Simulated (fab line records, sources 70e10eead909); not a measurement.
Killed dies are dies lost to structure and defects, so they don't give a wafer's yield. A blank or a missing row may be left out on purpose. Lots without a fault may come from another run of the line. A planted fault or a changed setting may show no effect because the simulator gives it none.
fab line records | flow nand_harc
record lots=20 wafers=60 last_day=33
route steps=1302 shown A_CONTACT@1082
lots that met no fault: from a run of the same line without faults
start_h: hours from the record's first day to the start of the lot's first wafer shown | wait_h: hours since the lot's step before | " the same as in the row above | L1.1+2: a row that stands for several wafers | - no value, or no start given | * or withheld: withheld | < > ~ a bound
route shown NAME@n: a module of which the file shows steps, and the number in the route of the first | usual: mean/standard deviation of fault-free wafers | same: alike in all rows | chamber/n: place in a boat | sites: the reading at each site | _std_site: their standard deviation | _edge_site: outer sites' mean less inner sites' | radius_mm: how far each site lies from the wafer's centre | mask NAME#n: copy n | behind: the tool/chamber that last shaped the wafer | hold: why the lot was held/for how many hours/how that ended | device: the transistor (n, p or np) that didn't switch | end of line: the same wafers' tests at the end of the route | a step without rows: its recipe alone | killed: dies lost to structure and defects at the first sort, not the wafer's yield | map: a wafer's dies, x killed, . not, _ none there
set.NAME: the setting as run; set.NAME@STEP: as run at that earlier step | model.NAME: the simulator's own value behind a step, which no gauge read
steps of the route over a sample of lots; a table a step, a row a wafer
services: from which hour (start_h, from the record's first day; less than 0 if before it) a tool's chamber was out of use, for how many hours, and why
## steps
# step NHARC_A_CONTACT_ETCH_88
# recipe target_depth_a=390 over_etch_frac=0.3 time_s=65 ion_energy_ev=80 cf4_flow_sccm=150 ar_flow_sccm=0 rf_w=300 bias_w=100 chemistry=CF4
# usual bias_w=99.98/0.3 drypump_motor_current_A=5.72/0.29 oes_product_au=0.998/0.016 rf_vpp_V=151.4/1.5 showerhead_plenum_p_Torr=1.78/0.1 throttle_valve_pct=13.283/0.0082
# columns lot.wafer tool chamber start_h wait_h bias_w drypump_motor_current_A oes_product_au rf_hours_counter_h rf_vpp_V showerhead_plenum_p_Torr throttle_valve_pct
L074.1 rie_diel-05 3 502.84 0.1 100.23 5.68 0.976 26 152.1 1.88 13.279
L074.6 " 0 " " 100.33 5.75 1.004 - 149.2 1.79 13.278
L074.5 " 1 " " 99.55 5.13 0.998 - 150.8 1.71 13.281
L076.3 rie_diel-12 2 524.43 0.1 100.17 5.87 0.975 14 150.1 1.65 13.268
L076.1 " 3 " " 99.63 5.44 1.019 16 151.6 1.85 13.282
L076.5 " 1 " " 99.61 6.03 1.006 - 149.9 1.64 13.276
L078.1 rie_diel-12 0 531.19 0.1 100.11 5.55 1.010 13 154.0 1.90 13.289
L078.2 " 1 " " 100.07 6.01 0.999 15 150.2 1.64 13.265
L078.4 " 3 " " 99.99 5.45 1.016 17 150.3 1.85 13.278
L077.1 rie_diel-12 2 548.93 0.1 100.25 5.89 0.991 18 150.2 1.65 13.274
L077.2 " 0 " " 99.78 5.53 1.005 16 152.7 1.90 13.293
L077.6 " 3 " " 100.10 5.46 1.035 - 152.1 1.85 13.272
L080.2 rie_diel-12 1 566.20 0.1 99.79 6.05 1.003 20 150.3 1.64 13.277
L080.4 " 2 " " 100.15 5.90 1.000 - 150.9 1.65 13.272
L080.5 " 0 " " 100.02 5.53 1.013 - 153.0 1.90 13.259
L079.3 rie_diel-05 0 574.31 0.1 99.85 5.79 1.017 48 152.5 1.78 13.276
L079.2 " 1 " " 100.33 5.12 1.011 46 149.9 1.71 13.278
L079.4 " 2 " " 99.33 5.53 1.029 49 151.1 1.72 13.287
L081.3 rie_diel-05 3 577.85 0.1 100.08 5.68 0.975 51 152.6 1.88 13.278
L081.6 " 0 " " 100.10 5.75 1.017 - 151.7 1.78 13.278
L081.4 " 2 " " 99.61 5.52 1.019 - 149.7 1.72 13.282
L082.2 rie_diel-12 0 589.65 0.1 99.96 5.55 1.000 22 152.1 1.90 13.289
L082.5 " 0 " " 100.34 5.55 1.018 - 153.8 1.90 13.274
L082.6 " 1 " " 99.97 6.07 0.994 - 149.4 1.64 13.284
L083.1 rie_diel-12 0 611.88 0.1 99.57 5.55 1.001 26 154.2 1.90 13.272
L083.5 " 1 " " 100.35 6.06 1.004 - 148.9 1.64 13.284
L083.6 " 2 " " 99.91 5.89 0.989 - 149.6 1.65 13.283
L086.3 rie_diel-12 2 616.25 0.1 99.49 5.91 0.981 29 150.4 1.65 13.266
L086.1 " 3 " " 99.87 5.48 1.006 30 152.2 1.84 13.280
L086.2 " 0 " " 100.23 5.54 0.999 27 154.0 1.90 13.290
L085.2 rie_diel-05 0 617.34 0.1 99.84 5.79 1.013 8 153.2 1.78 13.262
L085.3 " 1 " " 100.11 5.13 0.974 6 151.5 1.71 13.288
L085.5 " 0 " " 99.66 5.79 1.007 - 150.8 1.78 13.284
L088.3 rie_diel-12 0 648.38 0.1 99.66 5.55 1.007 2 152.2 1.90 13.301
L088.1 " 2 " " 100.15 5.89 0.986 0 149.0 1.65 13.295
L088.6 " 3 " " 99.77 5.44 1.019 - 153.1 1.84 13.273
L089.1 rie_diel-05 0 650.11 0.1 99.94 5.78 0.993 20 149.8 1.78 13.280
L089.4 " 3 " " 100.01 5.66 0.987 22 152.6 1.87 13.284
L089.6 " 1 " " 99.99 5.14 0.986 - 150.2 1.70 13.286
L087.4 rie_diel-12 3 655.95 0.5 100.09 5.48 1.017 4 151.8 1.84 13.274
L087.3 " 0 " " 100.23 5.55 0.982 4 152.1 1.90 13.291
L087.6 " 3 " " 99.97 5.45 1.033 - 152.7 1.84 13.289
L090.1 rie_diel-12 2 661.87 0.1 100.54 5.88 0.993 3 150.0 1.65 13.300
L090.3 " 3 " " 100.04 5.47 1.019 5 151.6 1.84 13.280
L090.6 " 2 " " 100.33 5.91 0.986 - 149.6 1.65 13.281
L091.1 rie_diel-10 2 662.02 0.1 99.90 5.50 1.009 23 152.5 1.90 13.291
L091.6 " 2 " " 99.83 5.52 1.005 - 152.1 1.90 13.273
L091.5 " 3 " " 100.01 6.07 1.002 - 150.4 1.74 13.283
L093.3 rie_diel-12 3 704.28 0.1 100.02 5.41 1.012 9 151.7 1.84 13.299
L093.2 " 0 " " 99.71 5.56 1.001 9 153.0 1.90 13.291
L093.6 " 1 " " 99.59 6.07 0.987 - 153.7 1.91 13.290
L092.1 rie_diel-10 2 706.48 0.1 100.41 5.57 0.995 39 152.9 1.90 13.281
L092.3 " 3 " " 100.03 6.10 0.994 40 150.9 1.73 13.295
L092.4 " 3 " " 100.14 6.09 1.001 - 151.1 1.73 13.277
L094.3 rie_diel-05 1 713.14 0.1 99.68 5.11 0.988 41 149.2 1.70 13.294
L094.4 " 0 " " 99.81 5.78 0.992 41 150.7 1.77 13.297
L094.6 " 1 " " 100.25 5.12 0.989 - 149.9 1.70 13.283
L097.3 rie_diel-12 0 739.10 0.1 100.01 5.56 0.990 15 152.6 1.90 13.288
L097.1 " 2 " " 99.55 5.89 0.998 16 151.1 1.64 13.282
L097.6 " 1 " " 99.40 6.05 0.975 - 154.5 1.90 13.287
# step NHARC_A_CONTACT_ETCH_30
# recipe target_depth_a=726 time_s=36.3 cf4_flow_sccm=100 chf3_flow_sccm=30 ar_flow_sccm=0 rf_w=500 bias_w=200 chemistry=CF4/CHF3
# usual bias_w=200.0/0.66 drypump_motor_current_A=5.72/0.28 oes_product_au=0.928/0.02 rf_vpp_V=371/3.2 showerhead_plenum_p_Torr=1.59/0.093 throttle_valve_pct=16.803/0.01
# columns lot.wafer tool chamber start_h wait_h bias_w drypump_motor_current_A oes_product_au rf_hours_counter_h rf_vpp_V showerhead_plenum_p_Torr throttle_valve_pct
L074.1 rie_diel-05 0 - - 200.3 5.78 0.924 29 370 1.59 16.810
L074.5 " 2 " " 200.0 5.53 0.939 - 372 1.54 16.803
L074.6 " 3 " " 200.3 5.66 0.901 - 375 1.68 16.820
L076.3 rie_diel-12 0 - - 200.9 5.55 0.984 13 375 1.70 16.797
L076.1 " 2 " " 200.3 5.91 0.942 14 367 1.47 16.803
L076.5 " 3 " " 199.3 5.44 0.975 - 373 1.64 16.806
L078.2 rie_diel-12 1 - - 200.8 6.04 0.928 15 367 1.46 16.801
L078.4 " 3 " " 198.8 5.42 0.944 17 374 1.64 16.804
L078.1 " 0 " " 201.1 5.55 0.928 14 374 1.70 16.779
L077.2 rie_diel-12 3 - - 200.6 5.41 0.946 20 373 1.64 16.791
L077.1 " 1 " " 199.4 6.03 0.921 18 367 1.46 16.809
L077.6 " 0 " " 200.1 5.52 0.931 - 375 1.70 16.789
L080.2 rie_diel-12 2 - - 200.7 5.87 0.911 20 364 1.46 16.794
L080.4 " 1 " " 199.8 6.03 0.926 20 367 1.46 16.783
L080.5 " 3 " " 199.7 5.42 0.961 - 372 1.64 16.808
L079.3 rie_diel-05 0 - - 200.3 5.73 0.932 48 372 1.59 16.807
L079.4 " 1 " " 200.3 5.13 0.936 46 369 1.52 16.817
L079.2 " 2 " " 199.9 5.56 0.948 49 369 1.53 16.817
L081.3 rie_diel-05 3 - - 200.3 5.69 0.908 51 374 1.67 16.801
L081.6 " 2 " " 200.5 5.55 0.945 - 367 1.53 16.791
L081.4 " 3 " " 200.6 5.69 0.901 - 373 1.67 16.787
L082.2 rie_diel-12 3 - - 200.7 5.44 0.944 25 373 1.64 16.790
L082.5 " 0 " " 199.1 5.55 0.923 - 373 1.69 16.814
L082.6 " 1 " " 199.5 6.02 0.924 - 367 1.46 16.801
L083.1 rie_diel-12 2 - - 199.8 5.87 0.904 29 368 1.46 16.791
L083.5 " 1 " " 200.7 6.04 0.923 - 367 1.46 16.804
L083.6 " 2 " " 199.9 5.88 0.903 - 367 1.46 16.795
L086.1 rie_diel-12 1 - - 198.6 6.05 0.926 29 368 1.46 16.802
L086.2 " 2 " " 199.8 5.90 0.909 29 365 1.46 16.798
L086.3 " 0 " " 201.0 5.53 0.927 28 376 1.69 16.787
L085.3 rie_diel-05 0 - - 200.1 5.78 0.933 8 371 1.58 16.802
L085.2 " 2 " " 199.8 5.55 0.937 7 369 1.53 16.791
L085.5 " 0 " " 200.0 5.78 0.936 - 371 1.58 16.806
L088.1 rie_diel-12 3 - - 199.4 5.44 0.944 2 372 1.64 16.802
L088.3 " 1 " " 199.4 6.06 0.892 2 374 1.70 16.793
L088.6 " 3 " " 200.0 5.44 0.946 - 373 1.64 16.806
L089.4 rie_diel-05 1 - - 200.0 5.11 0.902 19 367 1.51 16.801
L089.1 " 2 " " 198.7 5.52 0.953 18 369 1.52 16.791
L089.6 " 2 " " 198.8 5.53 0.953 - 369 1.52 16.806
L087.4 rie_diel-12 0 - - 199.3 5.55 0.915 4 375 1.69 16.801
L087.3 " 3 " " 199.7 5.45 0.945 4 372 1.64 16.801
L087.6 " 0 " " 199.1 5.55 0.919 - 374 1.69 16.802
L090.3 rie_diel-12 2 - - 199.8 5.92 0.911 3 366 1.46 16.813
L090.1 " 3 " " 199.8 5.46 0.949 5 374 1.64 16.793
L090.6 " 2 " " 199.9 5.88 0.916 - 368 1.46 16.809
L091.1 rie_diel-10 0 - - 199.2 6.12 0.903 23 375 1.69 16.789
L091.5 " 3 " " 200.1 6.10 0.930 - 370 1.55 16.793
L091.6 " 0 " " 199.8 6.13 0.899 - 374 1.69 16.806
L093.2 rie_diel-12 2 - - 199.3 5.91 0.935 9 367 1.46 16.813
L093.3 " 0 " " 200.6 5.56 0.912 9 373 1.69 16.799
L093.6 " 2 " " 199.2 5.89 0.929 - 366 1.46 16.798
L092.1 rie_diel-10 3 - - 200.7 6.10 0.949 40 370 1.54 16.813
L092.3 " 0 " " 199.3 6.14 0.929 40 374 1.69 16.813
L092.4 " 3 " " 201.0 6.09 0.946 - 372 1.54 16.808
L094.4 rie_diel-05 0 - - 199.5 5.77 0.960 41 371 1.58 16.809
L094.3 " 1 " " 201.4 5.11 0.962 41 367 1.51 16.799
L094.6 " 0 " " 200.5 5.77 0.964 - 371 1.58 16.803
L097.1 rie_diel-12 2 - - 199.3 5.87 0.931 16 367 1.46 16.803
L097.3 " 3 " " 200.4 5.43 0.929 16 374 1.64 16.799
L097.6 " 1 " " 200.4 6.05 0.913 - 375 1.70 16.812
# step NHARC_A_CONTACT_ETCH_134
# recipe source_w=withheld pressure_mtorr=20 bias_v=withheld time_s=140 target_depth_a=7000 ar_flow_sccm=withheld c4f8_flow_sccm=withheld o2_flow_sccm=withheld chemistry=C4F8/O2/Ar
# columns lot.wafer tool chamber start_h wait_h rf_hours_counter_h
L074.1 har_cap_etch-02 1 503.91 - 87
L074.5 " 1 " " -
L074.6 " 0 " " -
L076.1 har_cap_etch-01 1 525.46 - 2
L076.3 " 1 " " -
L076.5 " 0 " " -
L078.1 har_cap_etch-02 1 532.23 - 94
L078.2 " 0 " " 94
L078.4 " 1 " " -
L077.2 har_cap_etch-03 0 549.98 - 49
L077.1 " 1 " " 49
L077.6 " 0 " " -
L080.2 har_cap_etch-02 1 567.36 - 100
L080.4 " 1 " " -
L080.5 " 0 " " -
L079.2 har_cap_etch-01 0 575.36 - 11
L079.4 " 0 " " -
L079.3 " 1 " " -
L081.4 har_cap_etch-02 1 579.14 - -
L081.3 " 0 " " -
L081.6 " 1 " " -
L082.2 har_cap_etch-02 1 590.68 - 104
L082.6 " 1 " " -
L082.5 " 0 " " -
L083.1 har_cap_etch-02 1 613.00 - 110
L083.5 " 1 " " -
L083.6 " 0 " " -
L086.1 har_cap_etch-03 1 617.29 - 60
L086.2 " 0 " " 60
L086.3 " 1 " " -
L085.2 har_cap_etch-01 1 618.41 - 20
L085.3 " 1 " " -
L085.5 " 1 " " -
L088.1 har_cap_etch-01 1 649.44 - 26
L088.3 " 1 " " -
L088.6 " 0 " " -
L089.1 har_cap_etch-02 1 651.18 - 117
L089.4 " 0 " " -
L089.6 " 1 " " -
L087.4 har_cap_etch-02 0 657.06 - -
L087.3 " 1 " " -
L087.6 " 0 " " -
L090.1 har_cap_etch-03 0 662.95 - 69
L090.3 " 1 " " -
L090.6 " 0 " " -
L091.1 har_cap_etch-01 0 663.10 - 29
L091.6 " 1 " " -
L091.5 " 0 " " -
L093.2 har_cap_etch-03 1 705.70 - 75
L093.3 " 1 " " -
L093.6 " 1 " " -
L092.1 har_cap_etch-02 1 707.75 - 124
L092.3 " 0 " " -
L092.4 " 1 " " -
L094.4 har_cap_etch-02 0 714.25 - -
L094.3 " 1 " " -
L094.6 " 0 " " -
L097.1 har_cap_etch-02 1 740.17 - 130
L097.3 " 1 " " -
L097.6 " 0 " " -
# step NHARC_A_CONTACT_ETCH_98
# recipe target_depth_a=200 over_etch_frac=0.5 time_s=10 ion_energy_ev=250 c4f6_flow_sccm=25 o2_flow_sccm=20 ar_flow_sccm=500 rf_w=600 bias_w=500 chemistry=C4F6/O2
# usual bias_w=500.0/1.4 c4f6_flow_sccm=24.99/0.081 drypump_motor_current_A=5.71/0.26 oes_product_au=0.952/0.023 rf_vpp_V=548/4.8 showerhead_plenum_p_Torr=3.97/0.24 throttle_valve_pct=26.903/0.0094
# columns lot.wafer tool chamber start_h wait_h bias_w c4f6_flow_sccm drypump_motor_current_A oes_product_au rf_hours_counter_h rf_vpp_V showerhead_plenum_p_Torr throttle_valve_pct
L074.1 rie_diel-10 2 - - 499.6 24.95 5.52 0.979 24 541 3.65 26.907
L074.5 " 2 " " 498.9 24.85 5.55 0.980 - 541 3.65 26.901
L074.6 " 3 " " 499.9 25.09 6.11 0.976 - 547 3.89 26.914
L076.3 rie_diel-12 2 - - 500.0 25.12 5.92 0.902 15 539 3.67 26.902
L076.1 " 1 " " 500.7 24.97 6.06 0.920 14 542 3.65 26.894
L076.5 " 2 " " 499.8 25.02 5.89 0.909 - 542 3.67 26.902
L078.4 rie_diel-12 3 - - 500.1 25.06 5.46 0.963 17 549 4.09 26.909
L078.1 " 1 " " 501.4 24.87 6.07 0.957 15 540 3.65 26.914
L078.2 " 2 " " 499.6 25.11 5.94 0.927 15 542 3.66 26.908
L077.2 rie_diel-12 0 - - 498.8 24.95 5.54 0.934 17 553 4.22 26.900
L077.1 " 1 " " 497.8 25.05 6.06 0.926 18 540 3.65 26.907
L077.6 " 3 " " 497.2 24.86 5.48 0.944 - 549 4.09 26.903
L080.4 rie_diel-10 3 - - 498.5 24.95 6.10 0.950 53 545 3.88 26.919
L080.2 " 1 " " 500.3 25.02 5.27 0.938 46 549 4.02 26.909
L080.5 " 2 " " 499.4 25.13 5.51 0.958 - 542 3.64 26.907
L079.3 rie_diel-12 3 - - 497.4 24.85 5.46 0.961 23 551 4.09 26.917
L079.2 " 1 " " 500.3 24.89 6.02 0.942 22 540 3.65 26.902
L079.4 " 2 " " 501.8 25.03 5.92 0.939 22 541 3.66 26.910
L081.4 rie_diel-12 1 - - 501.7 24.96 6.08 0.944 22 542 3.65 26.912
L081.3 " 2 " " 499.4 25.08 5.91 0.950 22 541 3.66 26.902
L081.6 " 0 " " 499.7 24.93 5.55 0.958 - 554 4.21 26.902
L082.2 rie_diel-12 2 - - 500.3 25.05 5.91 0.919 26 542 3.66 26.896
L082.5 " 3 " " 500.6 24.98 5.46 0.972 - 550 4.09 26.897
L082.6 " 0 " " 499.1 25.01 5.56 0.958 - 553 4.21 26.880
L083.1 rie_diel-12 1 - - 500.8 25.00 6.06 0.934 29 542 3.64 26.904
L083.5 " 3 " " 499.4 24.88 5.45 0.951 - 552 4.09 26.902
L083.6 " 0 " " 498.5 25.10 5.55 0.951 - 553 4.21 26.906
L086.3 rie_diel-12 0 - - 501.0 25.05 5.55 0.967 28 553 4.21 26.888
L086.1 " 2 " " 498.4 25.04 5.89 0.938 30 542 3.66 26.912
L086.2 " 3 " " 501.5 25.00 5.46 0.946 31 550 4.09 26.903
L085.3 rie_diel-12 3 - - 498.5 24.97 5.43 0.960 31 550 4.09 26.902
L085.2 " 0 " " 502.3 25.11 5.55 0.939 28 552 4.21 26.913
L085.5 " 3 " " 499.3 25.02 5.43 0.963 - 553 4.09 26.901
L088.1 rie_diel-12 1 - - 501.1 25.05 6.07 0.913 3 553 4.23 26.882
L088.3 " 3 " " 502.3 24.91 5.51 0.971 3 549 4.08 26.899
L088.6 " 1 " " 502.2 25.04 6.05 0.917 - 553 4.23 26.884
L089.4 rie_diel-12 0 - - 498.5 25.01 5.54 0.988 3 552 4.21 26.888
L089.1 " 1 " " 501.2 25.16 6.07 0.964 3 553 4.22 26.908
L089.6 " 0 " " 499.1 24.89 5.57 0.980 - 552 4.21 26.894
L087.3 rie_diel-12 0 - - 498.9 25.06 5.57 0.928 4 553 4.21 26.906
L087.4 " 2 " " 501.6 24.90 5.92 0.949 3 541 3.66 26.897
L087.6 " 0 " " 498.5 25.07 5.56 0.931 - 552 4.21 26.909
L091.1 rie_diel-12 1 - - 502.0 25.02 6.06 0.973 5 553 4.22 26.900
L091.6 " 0 " " 500.5 25.14 5.56 0.987 - 553 4.21 26.896
L091.5 " 1 " " 501.0 25.02 6.11 0.966 - 552 4.22 26.898
L090.3 rie_diel-12 3 - - 502.1 24.99 5.39 0.987 5 551 4.08 26.905
L090.1 " 1 " " 497.2 25.22 6.05 0.944 5 552 4.22 26.915
L090.6 " 0 " " 500.0 25.04 5.57 0.944 - 554 4.21 26.889
L093.2 rie_diel-05 0 - - 502.1 25.03 5.79 0.951 38 547 3.93 26.897
L093.3 " 1 " " 502.1 25.01 5.13 0.924 38 546 3.77 26.889
L093.6 " 0 " " 503.4 24.98 5.79 0.945 - 547 3.93 26.915
L092.1 rie_diel-12 3 - - 498.5 25.07 5.48 0.960 10 549 4.08 26.893
L092.3 " 0 " " 500.6 25.06 5.56 0.927 9 552 4.20 26.915
L092.4 " 1 " " 500.0 25.01 6.09 0.926 11 551 4.22 26.905
L094.4 rie_diel-12 3 - - 500.9 24.99 5.43 0.950 11 550 4.08 26.922
L094.3 " 0 " " 501.0 24.91 5.55 0.928 11 552 4.20 26.901
L094.6 " 2 " " 501.1 24.98 5.90 0.957 - 543 3.65 26.904
L097.1 rie_diel-12 0 - - 498.4 24.93 5.57 0.940 16 552 4.20 26.894
L097.3 " 1 " " 499.4 24.94 6.06 0.930 17 552 4.22 26.897
L097.6 " 3 " " 498.1 25.12 5.44 0.961 - 550 4.08 26.911
# step NHARC_A_CONTACT_ETCH_110
# recipe target_depth_a=600 overetch_a=60 time_s=33 ion_energy_ev=100 cf4_flow_sccm=80 o2_flow_sccm=20 ar_flow_sccm=0 rf_w=300 bias_w=100 chemistry=CF4/O2
# usual bias_w=100.0/0.31 drypump_motor_current_A=5.71/0.29 oes_product_au=0.998/0.016 rf_vpp_V=198.1/1.8 showerhead_plenum_p_Torr=1.35/0.086 throttle_valve_pct=13.397/0.0095
# columns lot.wafer tool chamber start_h wait_h bias_w drypump_motor_current_A oes_product_au rf_hours_counter_h rf_vpp_V showerhead_plenum_p_Torr throttle_valve_pct
L074.1 rie_diel-10 0 506.28 0.1 100.6 6.09 1.003 28 195.9 1.24 13.390
L074.6 " 2 " " 99.9 5.50 1.011 - 195.0 1.24 13.415
L074.5 " 3 " " 100.1 6.12 0.999 - 198.4 1.32 13.415
L076.1 rie_diel-05 1 528.28 0.1 99.8 5.09 1.007 34 197.9 1.29 13.395
L076.3 " 3 " " 99.7 5.68 0.982 33 198.4 1.43 13.377
L076.5 " 1 " " 100.0 5.10 1.010 - 195.9 1.29 13.366
L078.1 rie_diel-12 0 534.59 0.0 100.0 5.54 1.015 14 200.6 1.44 13.410
L078.2 " 1 " " 100.2 6.02 0.992 15 195.8 1.24 13.389
L078.4 " 2 " " 100.3 5.84 0.975 15 196.3 1.24 13.404
L077.1 rie_diel-12 0 552.79 0.1 100.5 5.55 1.009 17 199.7 1.44 13.394
L077.2 " 1 " " 99.4 6.02 1.001 18 196.0 1.23 13.400
L077.6 " 2 " " 99.9 5.93 0.986 - 195.5 1.24 13.385
L080.2 rie_diel-10 3 569.69 0.0 99.8 6.09 0.997 53 196.8 1.32 13.391
L080.4 " 0 " " 100.1 6.15 0.991 53 195.5 1.23 13.391
L080.5 " 3 " " 99.8 6.11 0.993 - 198.3 1.32 13.391
L079.4 rie_diel-12 2 577.72 0.0 100.1 5.87 0.986 22 196.1 1.24 13.389
L079.3 " 0 " " 100.5 5.56 1.011 20 199.5 1.44 13.388
L079.2 " 1 " " 100.0 6.06 1.004 22 195.9 1.23 13.395
L081.4 rie_diel-12 3 581.59 0.1 99.3 5.45 1.039 23 198.9 1.40 13.399
L081.3 " 0 " " 100.1 5.57 1.007 21 198.9 1.44 13.391
L081.6 " 3 " " 100.1 5.46 1.018 - 199.0 1.40 13.406
L082.2 rie_diel-12 0 593.04 0.1 99.7 5.54 1.005 23 198.8 1.44 13.391
L082.5 " 0 " " 100.1 5.55 1.009 - 200.9 1.44 13.379
L082.6 " 1 " " 100.1 6.03 0.986 - 197.0 1.23 13.396
L083.1 rie_diel-12 3 615.35 0.1 100.3 5.46 1.023 30 198.7 1.39 13.400
L083.5 " 3 " " 100.2 5.44 1.021 - 199.4 1.39 13.410
L083.6 " 0 " " 100.2 5.54 0.992 - 199.6 1.44 13.406
L086.3 rie_diel-12 3 619.63 0.0 100.1 5.45 1.010 31 199.0 1.39 13.388
L086.1 " 0 " " 100.3 5.55 0.996 28 199.5 1.44 13.400
L086.2 " 2 " " 99.9 5.88 0.969 30 194.6 1.24 13.398
L085.3 rie_diel-12 1 620.72 0.0 100.1 6.02 0.988 30 195.7 1.23 13.412
L085.2 " 2 " " 99.7 5.93 0.986 30 195.2 1.24 13.404
L085.5 " 1 " " 100.4 6.00 0.985 - 196.5 1.23 13.393
L088.3 rie_diel-12 3 651.77 0.1 100.5 5.46 1.019 3 199.5 1.39 13.401
L088.1 " 0 " " 99.8 5.55 1.000 3 199.5 1.44 13.402
L088.6 " 3 " " 100.4 5.42 1.019 - 198.6 1.39 13.410
L089.4 rie_diel-10 0 653.50 0.1 100.3 6.15 0.982 20 199.5 1.44 13.397
L089.1 " 3 " " 100.0 6.08 0.997 20 198.6 1.31 13.390
L089.6 " 0 " " 100.1 6.13 0.972 - 199.6 1.44 13.401
L087.4 rie_diel-12 3 659.35 0.1 99.8 5.42 1.005 5 199.1 1.39 13.411
L087.3 " 2 " " 99.3 5.90 0.980 3 195.1 1.24 13.403
L087.6 " 0 " " 100.2 5.53 0.984 - 199.7 1.44 13.405
L091.1 rie_diel-12 0 665.48 0.1 100.3 5.53 0.987 5 199.4 1.44 13.393
L091.6 " 0 " " 100.2 5.53 0.987 - 199.8 1.44 13.395
L091.5 " 1 " " 99.5 6.04 0.976 - 200.1 1.44 13.398
L090.1 rie_diel-05 0 665.78 0.1 100.4 5.77 0.999 25 196.3 1.34 13.384
L090.3 " 1 " " 99.8 5.13 0.992 25 198.1 1.28 13.391
L090.6 " 1 " " 100.2 5.11 0.987 - 196.5 1.28 13.388
L093.3 rie_diel-12 0 708.03 0.1 100.2 5.53 0.987 9 199.2 1.44 13.412
L093.2 " 2 " " 99.9 5.87 0.999 9 195.3 1.24 13.401
L093.6 " 0 " " 100.5 5.53 0.994 - 200.0 1.44 13.403
L092.4 rie_diel-12 1 710.12 0.1 100.4 6.02 0.983 11 200.7 1.44 13.384
L092.1 " 3 " " 99.7 5.40 1.018 10 199.6 1.39 13.396
L092.3 " 0 " " 100.5 5.54 0.997 10 200.5 1.44 13.403
L094.3 rie_diel-10 2 716.58 0.1 99.9 5.52 0.992 43 199.4 1.44 13.405
L094.6 " 0 " " 100.1 6.16 0.969 - 199.0 1.44 13.387
L094.4 " 2 " " 99.9 5.53 0.991 - 199.2 1.44 13.402
L097.1 rie_diel-12 3 742.49 0.1 100.1 5.43 1.006 16 199.1 1.39 13.411
L097.3 " 1 " " 99.9 6.07 0.966 17 200.2 1.44 13.414
L097.6 " 3 " " 99.8 5.46 1.009 - 197.7 1.39 13.414
# step NHARC_A_CONTACT_ALD_18
# recipe target_thk_a=30 pulse_time_s=1 ald_cycles=150 temp_c=450 material=TiN
# usual heater_power_w=1084/88 precursor_pulse_height_rel=1.000/0.021 susceptor_temp_C=450.00/0.23
# columns lot.wafer tool chamber start_h wait_h heater_power_w precursor_pulse_height_rel susceptor_temp_C
L074.1 ald_metal-02 3 506.96 - 954 1.016 450.34
L074.5 " 1 " " 1158 1.024 450.46
L074.6 " 2 " " 1201 0.991 450.02
L076.3 ald_metal-04 3 528.93 - 1089 0.984 449.89
L076.1 " 1 " " 947 0.966 450.26
L076.5 " 0 " " 1153 1.029 450.33
L078.1 ald_metal-02 3 535.24 - 945 1.017 450.07
L078.2 " 1 " " 1107 1.014 450.18
L078.4 " 2 " " 1194 0.986 450.29
L077.1 ald_metal-02 1 553.42 - 1159 1.015 449.68
L077.2 " 3 " " 965 0.985 450.28
L077.6 " 1 " " 1155 1.001 449.59
L080.4 ald_metal-02 2 570.38 - 1203 0.990 450.26
L080.2 " 3 " " 934 1.009 450.09
L080.5 " 1 " " 1131 0.990 450.02
L079.2 ald_metal-04 2 578.37 - 1141 1.033 450.12
L079.3 " 0 " " 1117 0.975 449.73
L079.4 " 1 " " 969 1.023 450.18
L081.4 ald_metal-02 2 582.26 - 1174 0.982 450.13
L081.3 " 3 " " 997 1.030 450.30
L081.6 " 2 " " 1175 0.983 449.89
L082.2 ald_metal-02 1 593.69 - 1145 1.006 449.74
L082.6 " 1 " " 1156 0.966 449.69
L082.5 " 2 " " 1188 0.996 450.19
L083.1 ald_metal-01 1 616.00 - 994 0.995 449.90
L083.5 " 1 " " 992 1.040 449.85
L083.6 " 2 " " 1305 1.007 449.65
L086.2 ald_metal-02 3 620.28 - 944 0.972 449.85
L086.1 " 0 " " 1089 0.997 450.10
L086.3 " 1 " " 1164 0.990 449.82
L085.3 ald_metal-04 1 621.39 - 961 1.008 450.24
L085.2 " 2 " " 1167 1.001 449.67
L085.5 " 1 " " 961 0.981 450.11
L088.3 ald_metal-01 1 652.42 - 991 1.010 450.01
L088.1 " 0 " " 893 1.027 450.00
L088.6 " 1 " " 984 1.015 450.30
L089.1 ald_metal-02 2 654.15 - 1147 0.977 -
L089.4 " 1 " " 1159 0.991 -
L089.6 " 3 " " 942 1.053 -
L087.3 ald_metal-02 0 660.03 - 1056 0.969 449.88
L087.4 " 2 " " 1136 1.016 450.08
L087.6 " 1 " " 1127 1.028 450.38
L091.1 ald_metal-04 3 666.13 - 1064 0.993 450.31
L091.6 " 3 " " 1035 1.017 450.26
L091.5 " 0 " " 1165 1.006 450.09
L090.3 ald_metal-02 0 666.46 - 1080 0.966 449.79
L090.1 " 3 " " 957 0.987 450.04
L090.6 " 0 " " 1033 0.996 449.79
L093.3 ald_metal-04 2 708.70 - 1123 1.003 449.94
L093.2 " 3 " " 1052 0.962 450.06
L093.6 " 2 " " 1122 1.000 450.10
L092.1 ald_metal-02 3 710.79 - 933 1.004 449.85
L092.4 " 0 " " 1068 0.984 450.07
L092.3 " 1 " " 1159 0.999 449.79
L094.4 ald_metal-04 1 717.30 - 968 1.011 449.96
L094.3 " 2 " " 1104 1.011 449.84
L094.6 " 1 " " 1013 1.019 450.27
L097.3 ald_metal-04 2 743.15 - 1117 0.981 450.02
L097.1 " 0 " " 1130 0.990 449.62
L097.6 " 2 " " 1126 0.983 449.78
## services
# columns tool chamber start_h hours kind
rie_diel-12 0 479.83 3.0 repair
rie_diel-10 1 482.68 6.5 repair
ald_metal-01 3 483.72 5.6 repair
har_cap_etch-01 - 497.00 17.0 pm
ald_metal-01 - 526.00 10.0 pm
rie_diel-10 2 543.91 4.8 repair
har_cap_etch-03 - 556.03 13.1 repair
rie_diel-05 - 561.39 0.7 repair
ald_metal-02 0 561.43 8.8 repair
rie_diel-05 1 576.02 10.6 repair
rie_diel-05 - 587.51 9.0 pm
rie_diel-10 - 598.86 9.0 pm
ald_metal-02 - 610.00 10.0 pm
rie_diel-12 - 622.40 9.0 pm
rie_diel-05 - 622.42 1.1 repair
rie_diel-12 2 632.62 14.1 repair
rie_diel-10 0 635.75 1.2 repair
ald_metal-01 3 645.59 8.9 repair
ald_metal-02 - 648.89 2.0 repair
ald_metal-04 - 652.04 10.0 pm
ald_metal-01 - 666.37 1.0 repair
har_cap_etch-02 - 690.62 11.0 repair
rie_diel-10 1 698.98 18.1 repair
ald_metal-02 2 730.05 3.4 repair
## key
fault none
